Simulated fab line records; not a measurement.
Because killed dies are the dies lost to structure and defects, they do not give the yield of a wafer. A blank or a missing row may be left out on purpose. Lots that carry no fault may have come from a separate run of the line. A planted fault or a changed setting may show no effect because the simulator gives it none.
Split-lot study -- flow n5Finfet -- on a route of 1938 steps: 7 lots, 21 wafers read

## SPLIT DETAILS
At N5_BEOL_M2_TRENCH_ETCH_37 (etches SiOC in C4F6/O2, target depth 55.555 nm, time 29.2 s), the setting timeS was moved away from the recipe's 29.2 s on 5 of the 21 wafers read, by -7.3% to +13.0%. This setting was run at the recipe's value on the other wafers.

## FROM THE SPLIT TO THE READING: what the file shows between them, 13 steps
- N5_BEOL_M2_ETCH_41: etches SiCN in CH3F/O2, target depth 29.9 nm, time 52.5 s
- N5_BEOL_M2_STRIP_97: strips in N2/H2, time 10 s
- N5_BEOL_M2_OCD_MEAS_38
- N5_BEOL_M2_HM_STRIP_39: strips TiN in peroxide tin strip, target depth 25 nm, time 158 s
- N5_BEOL_M2_SRD_40: time 30 s
- N5_BEOL_M2_ECD_50: material Cu, target thk 300 nm
- N5_BEOL_M2_ANNEAL_51: time 90 s
- N5_BEOL_M2_CMP_52: polishes, stops on SiOC, t overpolish 6.8 s, target thk 40 nm
- N5_BEOL_M2_THK_MEAS_53: measures by xrf
- N5_BEOL_M2_PRE_CLEAN_60: time 15 s
- N5_BEOL_M2_CO_CAP_55: material Co, precursor CCTBA/H2, target thk 2 nm, time 102.1 s
- N5_BEOL_M2_PRE_CLEAN_56: time 15 s
- N5_BEOL_M2_DEP_57: deposits SiCN from 3MS/NH3, target thk 8 nm, time 14 s

## THE READING
Measured at N5_BEOL_M2_RS_MEAS_58 by four-point probe: M2_RS, in ohm/sq. A value of 0.666 ohm/sq with a standard deviation of 0.026 ohm/sq is what fault-free wafers of this fab line usually give.

wafer,"tool, chamber at the split","timeS as run, s",against the recipe,"M2_RS, ohm/sq",against lot-mates on the recipe
L074.2,"rieDiel-01, 1",29.2,recipe,0.669,-
L074.4,"rieDiel-01, 2",29.2,recipe,0.674,-
L074.6,"rieDiel-01, 2",29.2,recipe,0.684,-
L076.1,"rieDiel-05, 0",29.2,recipe,0.685,-
L076.4,"rieDiel-05, 0",29.2,recipe,0.666,-
L076.6,"rieDiel-05, 3",29.2,recipe,0.686,-
L080.1,"rieDiel-05, 1",29.2,recipe,0.689,-
L080.4,"rieDiel-05, 0",29.2,recipe,0.692,-
L080.5,"rieDiel-05, 0",31.02,+6.2%,0.620,-0.070
L083.1,"rieDiel-05, 2",29.2,recipe,0.690,-
L083.3,"rieDiel-05, 0",27.07,-7.3%,0.818,+0.128
L083.5,"rieDiel-05, 1",27.07,-7.3%,0.827,+0.137
L089.1,"rieDiel-01, 1",29.2,recipe,0.687,-
L089.3,"rieDiel-01, 0",30.95,+6.0%,0.583,-0.105
L089.5,"rieDiel-01, 1",29.2,recipe,0.688,-
L097.1,"rieDiel-01, 0",29.2,recipe,0.659,-
L097.2,"rieDiel-01, 2",29.2,recipe,0.657,-
L097.5,"rieDiel-01, 3",29.2,recipe,0.661,-
L096.3,"rieDiel-05, 0",29.2,recipe,0.676,-
L096.5,"rieDiel-05, 0",29.2,recipe,0.676,-
L096.6,"rieDiel-05, 3",32.99,+13.0%,0.553,-0.123

THE FIT
A straight line over all 21 wafers: M2_RS changes by -0.0135 ohm/sq for each +1% of timeS; r = -0.94; the points scatter about the line by 0.022 ohm/sq.
The same after taking each lot's own level away (the mean of its wafers on the recipe; 21 wafers): -0.0133 ohm/sq for each +1%; r = -0.96; scatter 0.017 ohm/sq.
According to that fit, moving timeS by its largest amount changes the reading by 0.17 ohm/sq.
Measured against the standard deviation above, the lots' own levels, which go from 0.6590 to 0.6905 ohm/sq, span 1.2 times it.
Consequently the slope shifts little with the lot-to-lot level, the two slopes agreeing.
Check: -0.212 ohm/sq against its lot-mates is what the line predicts for one of the wafers moved furthest among these (+13.0%) when that wafer is left out of the fit. It came out at -0.123 ohm/sq against them.

## THE WHOLE CHAIN: every reading that the file lists as answering this split, in the file's order
step,what it does,reading,change (the file's fit),r (the file's)
N5_BEOL_M2_TRENCH_ETCH_37,"etches SiOC in C4F6/O2, target depth 55.555 nm, time 29.2 s","BEOL_M2.featureDepthNm (the simulator's own value, which no gauge read)",+0.574 nm for each +1% of the setting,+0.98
N5_BEOL_M2_TRENCH_ETCH_37,"etches SiOC in C4F6/O2, target depth 55.555 nm, time 29.2 s","etch.depthNm (the simulator's own value, which no gauge read)",+0.57 nm for each +1% of the setting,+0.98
N5_BEOL_M2_OCD_MEAS_38,,trenchDepthNm,+0.576 nm for each +1% of the setting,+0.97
N5_BEOL_M2_CMP_52,"polishes, stops on SiOC, t overpolish 6.8 s, target thk 40 nm","Cu_of_BEOL_M2_ECD_50.thkNm (the simulator's own value, which no gauge read)",+0.595 nm for each +1% of the setting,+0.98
N5_BEOL_M2_THK_MEAS_53,measures by xrf,M2_THK,+0.586 for each +1% of the setting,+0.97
N5_BEOL_M2_RS_MEAS_58,measures by four-point-probe,M2_RS,-0.0122 for each +1% of the setting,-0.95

## FILE'S OWN FIT
M2_RS changes by -0.0122 ohm/sq for each +1% of timeS, r = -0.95.
